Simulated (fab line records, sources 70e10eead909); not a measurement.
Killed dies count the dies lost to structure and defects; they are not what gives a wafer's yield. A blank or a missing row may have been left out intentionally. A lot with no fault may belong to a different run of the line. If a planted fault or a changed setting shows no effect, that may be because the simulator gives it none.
Which of the tools did it? ; flow nandHarc ; Sampling: 12 lots, 36 wafers, 5 of 1302 route steps

WHAT THE GAUGES READ, wafer by wafer
NHARC_A_CONTACT_CD_MEAS_53.
lot;measured;on;cdNm (nm)
L074;day 22 04:46;cdSem-02;288.8 289.4 289.3
L077;day 23 10:26;cdSem-01;289.5 289.3 290.0
L078;day 24 07:53;cdSem-01;289.2 289.5 289.8
L080;day 25 06:26;cdSem-03;289.1 287.9 288.9
L083;day 25 09:46;cdSem-03;288.6 287.6 288.0
L085;day 26 07:14;cdSem-02;290.3 289.7 289.3
L086;day 26 14:14;cdSem-01;290.4 290.4 290.6
L089;day 28 02:16;cdSem-02;288.9 290.1 289.6
L091;day 28 18:18;cdSem-03;289.3 289.4 289.3
L093;day 29 17:36;cdSem-03;290.0 290.0 289.9
L094;day 30 01:53;cdSem-03;289.0 290.6 289.5
L097;day 31 13:13;cdSem-02;289.1 289.1 289.2

EACH LOT AND THE TOOL THAT RAN IT (in order: tool; ch and the chambers of the sampled wafers; start)
lot;NHARC_A_WL_FILL_ETCHBACK_04;NHARC_A_WL_FILL_ETCHBACK_05;NHARC_A_CONTACT_ETCH_112;NHARC_A_CONTACT_ETCH_122
L074;rieMetal-03 ch 0,1, day 20 16:25;rieMetal-03 ch 0,1, day 20 16:38;harCapEtch-02 ch 0,1, day 22 00:56;harCapEtch-02 ch 0,1, day 22 03:12
L077;rieMetal-01 ch 0,1, day 22 06:35;rieMetal-01 ch 0,1, day 22 06:46;harCapEtch-01 ch 0,1, day 23 07:17;harCapEtch-01 ch 0,1, day 23 09:00
L078;rieMetal-03 ch 0,1, day 23 03:57;rieMetal-03 ch 0,1, day 23 04:08;harCapEtch-03 ch 0,1, day 24 04:53;harCapEtch-03 ch 0,1, day 24 06:35
L080;rieMetal-03 ch 0,1, day 23 23:03;rieMetal-03 ch 0,1, day 23 23:15;harCapEtch-03 ch 0,1, day 25 03:25;harCapEtch-03 ch 0,1, day 25 05:07
L083;rieMetal-01 ch 0,1, day 24 04:28;rieMetal-01 ch 1, day 24 04:44;harCapEtch-01 ch 1, day 25 06:42;harCapEtch-01 ch 1, day 25 08:25
L085;rieMetal-03 ch 0,1, day 25 03:48;rieMetal-03 ch 0,1, day 25 04:01;harCapEtch-02 ch 0,1, day 26 04:10;harCapEtch-02 ch 0,1, day 26 05:53
L086;rieMetal-02 ch 0,1, day 25 12:33;rieMetal-02 ch 0,1, day 25 12:43;harCapEtch-01 ch 0,1, day 26 11:13;harCapEtch-01 ch 0,1, day 26 12:55
L089;rieMetal-01 ch 1, day 26 22:34;rieMetal-01 ch 0,1, day 26 22:53;harCapEtch-01 ch 0,1, day 27 23:13;harCapEtch-01 ch 0,1, day 28 00:55
L091;rieMetal-01 ch 0,1, day 27 11:31;rieMetal-01 ch 1, day 27 11:43;harCapEtch-02 ch 0,1, day 28 14:46;harCapEtch-02 ch 0,1, day 28 16:28
L093;rieMetal-03 ch 0,1, day 28 09:04;rieMetal-03 ch 0,1, day 28 09:16;harCapEtch-02 ch 0,1, day 29 14:35;harCapEtch-02 ch 0,1, day 29 16:17
L094;rieMetal-03 ch 0,1, day 28 21:28;rieMetal-03 ch 0,1, day 28 21:44;harCapEtch-02 ch 0,1, day 29 22:50;harCapEtch-02 ch 0,1, day 30 00:32
L097;rieMetal-01 ch 0,1, day 30 02:02;rieMetal-01 ch 0,1, day 30 02:14;harCapEtch-01 ch 0,1, day 31 10:10;harCapEtch-01 ch 0,1, day 31 11:52
- NHARC_A_WL_FILL_ETCHBACK_04: etches the open film in NF3, target depth 60 nm, time 120 s.
- NHARC_A_WL_FILL_ETCHBACK_05: etches the open film in Cl2/BCl3, target depth 22 nm, time 60 s.
- NHARC_A_CONTACT_ETCH_112: etches the open film in C4F8/O2/Ar, time 190 s, target depth 1850 nm.
- NHARC_A_CONTACT_ETCH_122: etches the open film in C4F8/O2/Ar, time 190 s, target depth 1850 nm.

THE ANSWER, worked out from the rows above alone
Rule: the usual values come from the lots themselves. The widest of any qualifying gaps counts: lots, ordered by their means at a reading, are off when they make up no more than a third of the lots, leave a main group of 4 or more, and stand apart from it by 3 or more times the standard deviation of that group's means. The tables above print the reading to a certain number of digits; a main group whose means all agree to those digits is not used. Also off: a lot with no number at a reading for which 4 or more lots have one. All remaining lots with rows at the step are treated as sound.
No lot is off at any reading shown: from this, nothing can be told.

WHAT THE SIMULATOR HAD INSERTED
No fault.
